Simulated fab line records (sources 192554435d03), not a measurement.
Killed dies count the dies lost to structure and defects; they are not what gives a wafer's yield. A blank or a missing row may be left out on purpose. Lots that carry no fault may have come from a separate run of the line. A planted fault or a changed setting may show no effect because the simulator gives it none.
Matching of chambers + flow n5_finfet + N5_BEOL_M15_DEP_53 on pecvd-01: 3 sister chambers
The step deposits SiCN from 3MS/NH3, target thk 50 nm, time 17.8 s. 3 wafers are shown with their chamber, then 8 later ones without.

## WAFERS PAIRED WITH THEIR CHAMBERS
| wafer  | chamber | throttle_valve_pct (%) |
|--------|---------|------------------------|
| L089.1 | 0       | 17.8                   |
| L089.5 | 1       | 20.4                   |
| L094.1 | 2       | 18.0                   |

## WAFERS MISSING THEIR CHAMBER
| wafer  | throttle_valve_pct (%) |
|--------|------------------------|
| L094.5 | 20.3                   |
| L094.6 | 17.8                   |
| L093.2 | 18.0                   |
| L093.4 | 17.8                   |
| L093.6 | 20.5                   |
| L096.3 | 17.9                   |
| L096.4 | 20.4                   |
| L096.5 | 17.8                   |

## WHICH CHAMBER EACH WENT THROUGH
| wafer  | from the rows above     | in truth                   |
|--------|-------------------------|----------------------------|
| L094.5 | 1                       | 1                          |
| L094.6 | 0                       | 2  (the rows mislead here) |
| L093.2 | 2                       | 2                          |
| L093.4 | 0                       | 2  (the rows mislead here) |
| L093.6 | 1                       | 1                          |
| L096.3 | can't be placed: 0 or 2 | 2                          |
| L096.4 | 1                       | 1                          |
| L096.5 | 0                       | 0                          |
Correct placement for 5 of the 8. From these rows, 1 cannot be placed; in 1 the true chamber is one of the candidates. Placed wrongly: 2.
How it was worked out, from the rows above alone: a wafer's distance from a chamber is the root of the sum, over the readings, of the square of ((its reading less the chamber's mean) divided by the reading's scatter). The wafer belongs to the nearest chamber; if the next one is less than 2 further off, it can't be placed. A chamber's mean is the mean of its shown wafers. The scatter: with one shown wafer a chamber, the root of the mean of the squares of how far each hidden wafer lies from its nearest shown one.
